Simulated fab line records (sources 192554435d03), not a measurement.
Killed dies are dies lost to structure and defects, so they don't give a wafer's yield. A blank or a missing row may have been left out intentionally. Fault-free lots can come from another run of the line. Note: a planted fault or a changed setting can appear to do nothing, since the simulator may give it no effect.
Chamber matching / flow n5-finfet / N5_HKMG_FIN_CMP_23 on cmp-04 has 4 sister chambers
The step polishes, stops on SiNx, t overpolish 10 s, target thk 46.326 nm. 14 wafers are shown with their chamber, then 7 later ones without.

== WAFERS, EACH WITH ITS CHAMBER ==
wafer=L084.1; chamber=0; motor-current-A (A)=11.8; time-to-endpoint-s (s)=11.4; overpolish-run-s (s)=10.019
wafer=L084.5; chamber=3; motor-current-A (A)=12.5; time-to-endpoint-s (s)=9.4; overpolish-run-s (s)=10.009
wafer=L084.6; chamber=2; motor-current-A (A)=10.3; time-to-endpoint-s (s)=10.7; overpolish-run-s (s)=9.998
wafer=L086.1; chamber=1; motor-current-A (A)=10.9; time-to-endpoint-s (s)=13.8; overpolish-run-s (s)=9.996
wafer=L086.2; chamber=2; motor-current-A (A)=10.7; time-to-endpoint-s (s)=13.4; overpolish-run-s (s)=9.993
wafer=L086.4; chamber=3; motor-current-A (A)=12.8; time-to-endpoint-s (s)=9.8; overpolish-run-s (s)=9.999
wafer=L090.4; chamber=1; motor-current-A (A)=11.5; time-to-endpoint-s (s)=9.6; overpolish-run-s (s)=10.012
wafer=L090.5; chamber=0; motor-current-A (A)=11.9; time-to-endpoint-s (s)=8.3; overpolish-run-s (s)=9.994
wafer=L090.6; chamber=3; motor-current-A (A)=13.2; time-to-endpoint-s (s)=6.6; overpolish-run-s (s)=9.996
wafer=L091.1; chamber=3; motor-current-A (A)=13.0; time-to-endpoint-s (s)=9.8; overpolish-run-s (s)=10.002
wafer=L091.2; chamber=2; motor-current-A (A)=10.5; time-to-endpoint-s (s)=10.5; overpolish-run-s (s)=10.009
wafer=L091.4; chamber=1; motor-current-A (A)=11.1; time-to-endpoint-s (s)=10.2; overpolish-run-s (s)=10.005
wafer=L094.1; chamber=0; motor-current-A (A)=11.6; time-to-endpoint-s (s)=10.5; overpolish-run-s (s)=9.989
wafer=L094.2; chamber=2; motor-current-A (A)=10.8; time-to-endpoint-s (s)=12.5; overpolish-run-s (s)=9.995

SIGNATURES, as means of the wafers listed above
reading=motor-current-A; chamber 0=11.767; chamber 1=11.167; chamber 2=10.575; chamber 3=12.875; scatter within a chamber=0.255
reading=time-to-endpoint-s; chamber 0=10.067; chamber 1=11.200; chamber 2=11.775; chamber 3=8.900; scatter within a chamber=1.69
reading=overpolish-run-s; chamber 0=10.00067; chamber 1=10.00433; chamber 2=9.99875; chamber 3=10.00150; scatter within a chamber=0.00944
Rule: for a wafer and a chamber, the distance is found by dividing, reading by reading, the gap between the wafer's reading and the chamber's mean by the reading's scatter, squaring, summing and taking the root. The wafer belongs to the nearest chamber; if the next one is less than 2 further off, it can't be placed. How the scatter is found: for the shown wafers, subtract from each reading the mean of its chamber, square and add these, divide the total by (wafers less chambers), then take the root.

== WAFERS MISSING THEIR CHAMBER ==
wafer=L094.3; motor-current-A (A)=13.1; time-to-endpoint-s (s)=10.6; overpolish-run-s (s)=10.006
wafer=L095.1; motor-current-A (A)=11.8; time-to-endpoint-s (s)=8.4; overpolish-run-s (s)=9.994
wafer=L095.3; motor-current-A (A)=12.7; time-to-endpoint-s (s)=5.6; overpolish-run-s (s)=9.998
wafer=L095.5; motor-current-A (A)=10.5; time-to-endpoint-s (s)=9.5; overpolish-run-s (s)=10.007
wafer=L097.1; motor-current-A (A)=10.8; time-to-endpoint-s (s)=13.1; overpolish-run-s (s)=10.007
wafer=L097.3; motor-current-A (A)=10.0; time-to-endpoint-s (s)=13.2; overpolish-run-s (s)=9.992
wafer=L097.5; motor-current-A (A)=12.5; time-to-endpoint-s (s)=11.9; overpolish-run-s (s)=9.996

== THE CHAMBER EACH PASSED THROUGH ==
wafer=L094.3; from the rows above=3; in truth=3
wafer=L095.1; from the rows above=can't be placed: 0 or 1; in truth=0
wafer=L095.3; from the rows above=3; in truth=3
wafer=L095.5; from the rows above=can't be placed: 2 or 1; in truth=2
wafer=L097.1; from the rows above=can't be placed: 2 or 1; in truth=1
wafer=L097.3; from the rows above=2; in truth=2
wafer=L097.5; from the rows above=can't be placed: 3 or 0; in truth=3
3 of 7 placed correctly. Cannot be placed on the basis of these rows: 4; the candidates contain the true chamber in 4. Wrongly placed: 0.
